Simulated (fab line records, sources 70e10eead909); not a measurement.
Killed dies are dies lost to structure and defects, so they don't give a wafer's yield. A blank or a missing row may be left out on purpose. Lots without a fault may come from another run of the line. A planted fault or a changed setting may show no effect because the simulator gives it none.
Which tool did it? | flow nand_harc | 24 lots, 72 wafers sampled, at 6 steps of a route of 1302

WHAT THE GAUGES READ, wafer by wafer
The record holds no reading of a measuring or inspecting step that can be judged against a usual standard deviation.

WHICH TOOL RAN EACH LOT (tool, then ch and the chambers of the sampled wafers, then the start)
lot  | NHARC_A_STAIRCASE_TRIM_224                    | NHARC_A_STAIRCASE_ETCH_232                    | NHARC_A_STAIRCASE_ETCH_234                    | NHARC_A_STAIRCASE_STRIP_238          | NHARC_A_STAIRCASE_HM_DEP_459  | NHARC_A_STAIRCASE_STRIP_295
L076 | rie_diel-07 ch 0,1,2, day 16 10:16 or earlier | rie_diel-07 ch 0,2, day 16 10:16 or earlier   | rie_diel-07 ch 0,1,2, day 16 10:16 or earlier | plasma_asher-02 ch 1, day 16 10:16   | acl_dep-01 ch 0, day 17 00:22 | rie_diel-07 ch 2,3, no start
L075 | rie_diel-05 ch 0,1,2, day 16 10:28 or earlier | rie_diel-05 ch 0,2,3, day 16 10:28 or earlier | rie_diel-05 ch 0,1,2, day 16 10:28 or earlier | plasma_asher-01 ch 0,1, day 16 10:28 | acl_dep-03 ch 0, day 17 01:05 | rie_diel-05 ch 0,1,2, no start
L074 | rie_diel-05 ch 1,2,3, day 16 15:49 or earlier | rie_diel-07 ch 0,1,2, day 16 15:49 or earlier | rie_diel-07 ch 0,1,3, day 16 15:49 or earlier | plasma_asher-02 ch 0,1, day 16 15:49 | acl_dep-01 ch 0, day 17 04:25 | rie_diel-05 ch 0,1,3, no start
L078 | rie_diel-05 ch 0,1, day 17 21:32 or earlier   | rie_diel-07 ch 0,2,3, day 17 21:32 or earlier | rie_diel-07 ch 0,3, day 17 21:32 or earlier   | plasma_asher-01 ch 0,1, day 17 21:32 | acl_dep-03 ch 0, day 18 07:21 | rie_diel-13 ch 0,1,2, no start
L077 | rie_diel-13 ch 0,1, day 18 04:14 or earlier   | rie_diel-13 ch 2,3, day 18 04:14 or earlier   | rie_diel-13 ch 0,1,3, day 18 04:14 or earlier | plasma_asher-02 ch 0,1, day 18 04:14 | acl_dep-01 ch 0, day 18 16:17 | rie_diel-13 ch 2,3, no start
L080 | rie_diel-13 ch 0,2, day 18 09:10 or earlier   | rie_diel-13 ch 0,1, day 18 09:10 or earlier   | rie_diel-13 ch 1,2, day 18 09:10 or earlier   | plasma_asher-01 ch 0,1, day 18 09:10 | acl_dep-02 ch 0, day 18 18:05 | rie_diel-05 ch 2,3, no start
L079 | rie_diel-13 ch 0,1, day 18 10:04 or earlier   | rie_diel-07 ch 0,2,3, day 18 10:04 or earlier | rie_diel-07 ch 1,2,3, day 18 10:04 or earlier | plasma_asher-01 ch 1, day 18 10:04   | acl_dep-03 ch 0, day 18 22:44 | rie_diel-13 ch 0,1,3, no start
L081 | rie_diel-13 ch 0,2, day 19 10:32 or earlier   | rie_diel-07 ch 1,2, day 19 10:32 or earlier   | rie_diel-07 ch 1,2, day 19 10:32 or earlier   | plasma_asher-01 ch 0,1, day 19 10:32 | acl_dep-03 ch 0, day 19 21:12 | rie_diel-05 ch 0,2,3, no start
L082 | rie_diel-05 ch 0,2,3, day 19 20:27 or earlier | rie_diel-05 ch 0,3, day 19 20:27 or earlier   | rie_diel-05 ch 2,3, day 19 20:27 or earlier   | plasma_asher-02 ch 0,1, day 19 20:27 | acl_dep-02 ch 0, day 20 08:25 | rie_diel-07 ch 0,1,3, no start
L083 | rie_diel-07 ch 1,3, day 19 19:26 or earlier   | rie_diel-13 ch 0,2, day 19 19:26 or earlier   | rie_diel-13 ch 1,2, day 19 19:26 or earlier   | plasma_asher-02 ch 0,1, day 19 19:26 | acl_dep-02 ch 0, day 20 07:11 | rie_diel-05 ch 1,2,3, no start
L084 | rie_diel-13 ch 0,1, day 20 12:51 or earlier   | rie_diel-13 ch 0,1, day 20 12:51 or earlier   | rie_diel-13 ch 0,1,2, day 20 12:51 or earlier | plasma_asher-02 ch 0,1, day 20 12:51 | acl_dep-01 ch 0, day 21 00:21 | rie_diel-05 ch 0,3, no start
L085 | rie_diel-05 ch 0,1, day 20 14:05 or earlier   | rie_diel-07 ch 0,3, day 20 14:05 or earlier   | rie_diel-07 ch 0,1,2, day 20 14:05 or earlier | plasma_asher-01 ch 0,1, day 20 14:05 | acl_dep-03 ch 0, day 21 01:34 | rie_diel-13 ch 2,3, no start
L086 | rie_diel-07 ch 0,1,3, day 21 08:31 or earlier | rie_diel-05 ch 0,1,3, day 21 08:31 or earlier | rie_diel-05 ch 0,1,2, day 21 08:31 or earlier | plasma_asher-02 ch 0,1, day 21 08:31 | acl_dep-02 ch 0, day 21 23:58 | rie_diel-07 ch 0,3, no start
L088 | rie_diel-05 ch 0,2, day 21 19:57 or earlier   | rie_diel-13 ch 1,2,3, day 21 19:57 or earlier | rie_diel-13 ch 0,1,2, day 21 19:57 or earlier | plasma_asher-02 ch 1, day 21 19:57   | acl_dep-03 ch 0, day 22 08:00 | rie_diel-07 ch 0,3, no start
L089 | rie_diel-05 ch 0,1,2, day 21 23:16 or earlier | rie_diel-07 ch 0,1,2, day 21 23:16 or earlier | rie_diel-07 ch 0,2,3, day 21 23:16 or earlier | plasma_asher-02 ch 0,1, day 21 23:16 | acl_dep-02 ch 0, day 22 09:06 | rie_diel-05 ch 1,2,3, no start
L087 | rie_diel-05 ch 0,3, day 22 01:18 or earlier   | rie_diel-07 ch 0,1, day 22 01:18 or earlier   | rie_diel-07 ch 0,1, day 22 01:18 or earlier   | plasma_asher-02 ch 0,1, day 22 01:18 | acl_dep-03 ch 0, day 22 10:49 | rie_diel-07 ch 1,3, no start
L091 | rie_diel-13 ch 0,2,3, day 22 12:02 or earlier | rie_diel-13 ch 0,1,3, day 22 12:02 or earlier | rie_diel-13 ch 2,3, day 22 12:02 or earlier   | plasma_asher-01 ch 0,1, day 22 12:02 | acl_dep-01 ch 0, day 22 21:45 | rie_diel-05 ch 0,2,3, no start
L090 | rie_diel-13 ch 1,2,3, day 22 18:02 or earlier | rie_diel-05 ch 0,1,3, day 22 18:02 or earlier | rie_diel-05 ch 0,1,2, day 22 18:02 or earlier | plasma_asher-02 ch 0,1, day 22 18:02 | acl_dep-01 ch 0, day 23 05:34 | rie_diel-05 ch 1,2,3, no start
L092 | rie_diel-13 ch 0,2, day 23 13:49 or earlier   | rie_diel-05 ch 0,1, day 23 13:49 or earlier   | rie_diel-05 ch 0,1,2, day 23 13:49 or earlier | plasma_asher-01 ch 0,1, day 23 13:49 | acl_dep-03 ch 0, day 23 23:11 | rie_diel-05 ch 0,1,3, no start
L093 | rie_diel-07 ch 1,3, day 23 16:13 or earlier   | rie_diel-13 ch 0,2,3, day 23 16:13 or earlier | rie_diel-13 ch 0,2,3, day 23 16:13 or earlier | plasma_asher-02 ch 0,1, day 23 16:13 | acl_dep-03 ch 0, day 24 01:11 | rie_diel-05 ch 0,1,3, no start
L094 | rie_diel-13 ch 0,1,2, day 24 16:29 or earlier | rie_diel-13 ch 1,2,3, day 24 16:29 or earlier | rie_diel-13 ch 1,2,3, day 24 16:29 or earlier | plasma_asher-01 ch 0,1, day 24 16:29 | acl_dep-01 ch 0, day 25 04:20 | rie_diel-13 ch 0,2,3, no start
L096 | rie_diel-07 ch 1,3, day 25 06:20 or earlier   | rie_diel-07 ch 1,2,3, day 25 06:20 or earlier | rie_diel-07 ch 0,2,3, day 25 06:20 or earlier | plasma_asher-02 ch 0,1, day 25 06:20 | acl_dep-03 ch 0, day 25 14:56 | rie_diel-13 ch 2,3, no start
L095 | rie_diel-07 ch 2,3, day 25 09:55 or earlier   | rie_diel-07 ch 1,2,3, day 25 09:55 or earlier | rie_diel-07 ch 1,2, day 25 09:55 or earlier   | plasma_asher-02 ch 0,1, day 25 09:55 | acl_dep-03 ch 0, day 25 19:08 | rie_diel-13 ch 0,1,2, day 25 23:05
L097 | rie_diel-05 ch 1,2,3, day 26 01:39 or earlier | rie_diel-05 ch 0,1,2, day 26 01:39 or earlier | rie_diel-05 ch 1,2,3, day 26 01:39 or earlier | plasma_asher-01 ch 0,1, day 26 01:39 | acl_dep-01 ch 0, day 26 10:43 | rie_diel-07 ch 2,3, no start
- NHARC_A_STAIRCASE_TRIM_224: chemistry O2, time 211.2 s.
- NHARC_A_STAIRCASE_ETCH_232: etches the open film in C4F8/O2, target depth 100 nm, time 40.5 s.
- NHARC_A_STAIRCASE_ETCH_234: etches the open film in C4F8/O2, target depth 100 nm, time 40.5 s.
- NHARC_A_STAIRCASE_STRIP_238: strips in O2.
- NHARC_A_STAIRCASE_HM_DEP_459: deposits aC, target thk 1500 nm.
- NHARC_A_STAIRCASE_STRIP_295: strips in O2.

WHAT THE TOOLS THEMSELVES READ (means of the sampled wafers that have a number; where no wafer has one, the mark that the record gives instead)
NHARC_A_STAIRCASE_TRIM_224.
lot  | tool        | drypump_motor_current_A (A) | oes_product_au (a.u.) | rf_vpp_V (V) | showerhead_plenum_p_Torr (Torr) | throttle_valve_pct (%)
L076 | rie_diel-07 | 5.9                         | 1.002                 | 57.9         | 3.37                            | 17.035
L075 | rie_diel-05 | 5.7                         | 1.007                 | 57.5         | 3.68                            | 17.040
L074 | rie_diel-05 | 5.4                         | 1.011                 | 57.8         | 3.62                            | 17.041
L078 | rie_diel-05 | 5.7                         | 1.002                 | 58.2         | 3.70                            | 17.036
L077 | rie_diel-13 | 6.4                         | 1.006                 | 57.7         | 3.46                            | 17.043
L080 | rie_diel-13 | 6.4                         | 0.999                 | 57.9         | 3.65                            | 17.040
L079 | rie_diel-13 | 6.5                         | 1.004                 | 58.4         | 3.46                            | 17.040
L081 | rie_diel-13 | 6.4                         | 0.993                 | 58.3         | 3.50                            | 17.043
L082 | rie_diel-05 | 5.7                         | 1.002                 | 57.4         | 3.59                            | 17.033
L083 | rie_diel-07 | 5.9                         | 0.993                 | 57.1         | 3.46                            | 17.026
L084 | rie_diel-13 | 6.5                         | 1.000                 | 57.1         | 3.56                            | 17.039
L085 | rie_diel-05 | 6.0                         | 1.006                 | 58.6         | 3.67                            | 17.041
L086 | rie_diel-07 | 6.0                         | 0.994                 | 58.4         | 3.61                            | 17.038
L088 | rie_diel-05 | 5.9                         | 1.014                 | 58.0         | 3.63                            | 17.039
L089 | rie_diel-05 | 5.7                         | 1.003                 | 58.7         | 3.65                            | 17.022
L087 | rie_diel-05 | 6.0                         | 1.003                 | 57.0         | 3.58                            | 17.038
L091 | rie_diel-13 | 6.2                         | 0.995                 | 58.1         | 3.48                            | 17.037
L090 | rie_diel-13 | 6.2                         | 1.004                 | 56.9         | 3.58                            | 17.025
L092 | rie_diel-13 | 6.4                         | 1.000                 | 56.9         | 3.48                            | 17.031
L093 | rie_diel-07 | 5.8                         | 1.001                 | 57.2         | 3.44                            | 17.027
L094 | rie_diel-13 | 6.4                         | 1.004                 | 57.7         | 3.58                            | 17.044
L096 | rie_diel-07 | 6.0                         | 0.996                 | 57.6         | 3.56                            | 17.034
L095 | rie_diel-07 | 6.1                         | 0.994                 | 58.1         | 3.54                            | 17.041
L097 | rie_diel-05 | 5.4                         | 1.000                 | 56.8         | 3.58                            | 17.042

NHARC_A_STAIRCASE_ETCH_232.
lot  | tool        | oes_product_au (a.u.) | rf_vpp_V (V)
L076 | rie_diel-07 | 0.951                 | 892
L075 | rie_diel-05 | 0.952                 | 898
L074 | rie_diel-07 | 0.954                 | 890
L078 | rie_diel-07 | 0.942                 | 894
L077 | rie_diel-13 | 0.938                 | 894
L080 | rie_diel-13 | 0.936                 | 897
L079 | rie_diel-07 | 0.959                 | 895
L081 | rie_diel-07 | 0.964                 | 893
L082 | rie_diel-05 | 0.940                 | 898
L083 | rie_diel-13 | 0.934                 | 899
L084 | rie_diel-13 | 0.947                 | 897
L085 | rie_diel-07 | 0.942                 | 891
L086 | rie_diel-05 | 0.960                 | 898
L088 | rie_diel-13 | 0.924                 | 897
L089 | rie_diel-07 | 0.953                 | 896
L087 | rie_diel-07 | 0.948                 | 900
L091 | rie_diel-13 | 0.943                 | 891
L090 | rie_diel-05 | 0.924                 | 898
L092 | rie_diel-05 | 0.936                 | 900
L093 | rie_diel-13 | 0.953                 | 894
L094 | rie_diel-13 | 0.943                 | 898
L096 | rie_diel-07 | 0.946                 | 894
L095 | rie_diel-07 | 0.939                 | 893
L097 | rie_diel-05 | 0.936                 | 900

NHARC_A_STAIRCASE_ETCH_234.
lot  | tool        | oes_product_au (a.u.) | rf_vpp_V (V)
L076 | rie_diel-07 | 0.945                 | 890
L075 | rie_diel-05 | 0.946                 | 902
L074 | rie_diel-07 | 0.942                 | 893
L078 | rie_diel-07 | 0.938                 | 897
L077 | rie_diel-13 | 0.935                 | 894
L080 | rie_diel-13 | 0.939                 | 903
L079 | rie_diel-07 | 0.946                 | 895
L081 | rie_diel-07 | 0.941                 | 890
L082 | rie_diel-05 | 0.957                 | 898
L083 | rie_diel-13 | 0.949                 | 902
L084 | rie_diel-13 | 0.944                 | 899
L085 | rie_diel-07 | 0.961                 | 889
L086 | rie_diel-05 | 0.939                 | 901
L088 | rie_diel-13 | 0.932                 | 897
L089 | rie_diel-07 | 0.948                 | 900
L087 | rie_diel-07 | 0.931                 | 894
L091 | rie_diel-13 | 0.951                 | 894
L090 | rie_diel-05 | 0.941                 | 901
L092 | rie_diel-05 | 0.949                 | 900
L093 | rie_diel-13 | 0.955                 | 894
L094 | rie_diel-13 | 0.935                 | 897
L096 | rie_diel-07 | 0.933                 | 900
L095 | rie_diel-07 | 0.931                 | 892
L097 | rie_diel-05 | 0.930                 | 897

NHARC_A_STAIRCASE_STRIP_238.
lot  | tool            | drypump_motor_current_A (A) | heater_power_w (W)
L076 | plasma_asher-02 | 6.39                        | 308
L075 | plasma_asher-01 | 5.86                        | 377
L074 | plasma_asher-02 | 6.21                        | 324
L078 | plasma_asher-01 | 5.86                        | 378
L077 | plasma_asher-02 | 6.26                        | 319
L080 | plasma_asher-01 | 5.86                        | 375
L079 | plasma_asher-01 | 5.87                        | 390
L081 | plasma_asher-01 | 5.87                        | 374
L082 | plasma_asher-02 | 6.18                        | 339
L083 | plasma_asher-02 | 6.29                        | 326
L084 | plasma_asher-02 | 6.28                        | 322
L085 | plasma_asher-01 | 5.85                        | 363
L086 | plasma_asher-02 | 6.26                        | 324
L088 | plasma_asher-02 | 6.40                        | 306
L089 | plasma_asher-02 | 6.28                        | 324
L087 | plasma_asher-02 | 6.20                        | 344
L091 | plasma_asher-01 | 5.86                        | 376
L090 | plasma_asher-02 | 6.17                        | 346
L092 | plasma_asher-01 | 5.86                        | 376
L093 | plasma_asher-02 | 6.31                        | 321
L094 | plasma_asher-01 | 5.86                        | 381
L096 | plasma_asher-02 | 6.16                        | 338
L095 | plasma_asher-02 | 6.16                        | 339
L097 | plasma_asher-01 | 5.86                        | 363

NHARC_A_STAIRCASE_HM_DEP_459.
lot  | tool       | throttle_valve_pct (%)
L076 | acl_dep-01 | 34.997
L075 | acl_dep-03 | 35.000
L074 | acl_dep-01 | 35.003
L078 | acl_dep-03 | 34.996
L077 | acl_dep-01 | 34.997
L080 | acl_dep-02 | 34.997
L079 | acl_dep-03 | 34.999
L081 | acl_dep-03 | 34.985
L082 | acl_dep-02 | 34.997
L083 | acl_dep-02 | 35.002
L084 | acl_dep-01 | 34.999
L085 | acl_dep-03 | 35.006
L086 | acl_dep-02 | 35.006
L088 | acl_dep-03 | 35.004
L089 | acl_dep-02 | 34.999
L087 | acl_dep-03 | 35.002
L091 | acl_dep-01 | 35.009
L090 | acl_dep-01 | 35.007
L092 | acl_dep-03 | 34.997
L093 | acl_dep-03 | 35.005
L094 | acl_dep-01 | 35.003
L096 | acl_dep-03 | 35.002
L095 | acl_dep-03 | 35.004
L097 | acl_dep-01 | 34.997

NHARC_A_STAIRCASE_STRIP_295.
lot  | tool        | drypump_motor_current_A (A) | oes_product_au (a.u.) | rf_vpp_V (V) | showerhead_plenum_p_Torr (Torr) | throttle_valve_pct (%)
L076 | rie_diel-07 | 6.1                         | 1.004                 | 57.7         | 3.65                            | 17.030
L075 | rie_diel-05 | 5.7                         | 1.009                 | 58.1         | 3.68                            | 17.030
L074 | rie_diel-05 | 5.7                         | 0.993                 | 57.1         | 3.62                            | 17.033
L078 | rie_diel-13 | 6.4                         | 0.999                 | 57.1         | 3.61                            | 17.041
L077 | rie_diel-13 | 6.2                         | 1.000                 | 57.6         | 3.49                            | 17.037
L080 | rie_diel-05 | 5.4                         | 1.011                 | 58.3         | 3.58                            | 17.047
L079 | rie_diel-13 | 6.3                         | 1.014                 | 57.1         | 3.45                            | 17.046
L081 | rie_diel-05 | 5.7                         | 1.005                 | 57.2         | 3.58                            | 17.039
L082 | rie_diel-07 | 6.0                         | 0.994                 | 57.0         | 3.43                            | 17.034
L083 | rie_diel-05 | 5.4                         | 1.007                 | 57.5         | 3.60                            | 17.037
L084 | rie_diel-05 | 5.7                         | 1.008                 | 57.2         | 3.52                            | 17.027
L085 | rie_diel-13 | 6.2                         | 0.998                 | 57.8         | 3.48                            | 17.028
L086 | rie_diel-07 | 6.2                         | 0.996                 | 58.7         | 3.74                            | 17.039
L088 | rie_diel-07 | 6.1                         | 0.991                 | 58.1         | 3.73                            | 17.030
L089 | rie_diel-05 | 5.4                         | 1.010                 | 58.4         | 3.59                            | 17.042
L087 | rie_diel-07 | 5.9                         | 0.988                 | 57.3         | 3.45                            | 17.035
L091 | rie_diel-05 | 5.7                         | 1.003                 | 58.4         | 3.57                            | 17.036
L090 | rie_diel-05 | 5.4                         | 1.008                 | 57.3         | 3.59                            | 17.031
L092 | rie_diel-05 | 5.7                         | 1.010                 | 58.2         | 3.59                            | 17.032
L093 | rie_diel-05 | 5.7                         | 1.004                 | 57.9         | 3.59                            | 17.037
L094 | rie_diel-13 | 6.3                         | 1.007                 | 57.1         | 3.47                            | 17.027
L096 | rie_diel-13 | 6.2                         | 0.993                 | 57.2         | 3.61                            | 17.026
L095 | rie_diel-13 | 6.4                         | 1.010                 | 56.9         | 3.57                            | 17.022
L097 | rie_diel-07 | 6.0                         | 1.004                 | 57.9         | 3.61                            | 17.035

THE ANSWER, worked out from the rows above alone
Rule: what is usual is taken from the lots themselves. Put in order of their means at a reading, lots are off if they are a third of the lots or fewer, leave a main group of 4 or more, and stand apart from it by a gap of 3 or more times the standard deviation of the main group's means; of several such gaps the widest counts. A main group whose means are all the same, to the digits that the tables above print for the reading, isn't used. A lot without any number at a reading at which 4 lots or more have one is off too. The other lots that the step has rows for count as sound. The gauges are gone through in route order, then the tools' own readings, and for those a lot's mean is taken as printed above. The first step at which some lot is off is used, and at that step the reading that is off furthest; a lot without a number counts as furthest.
No lot is off at any reading shown: from this, nothing can be told.

WHAT THE SIMULATOR HAD PUT IN
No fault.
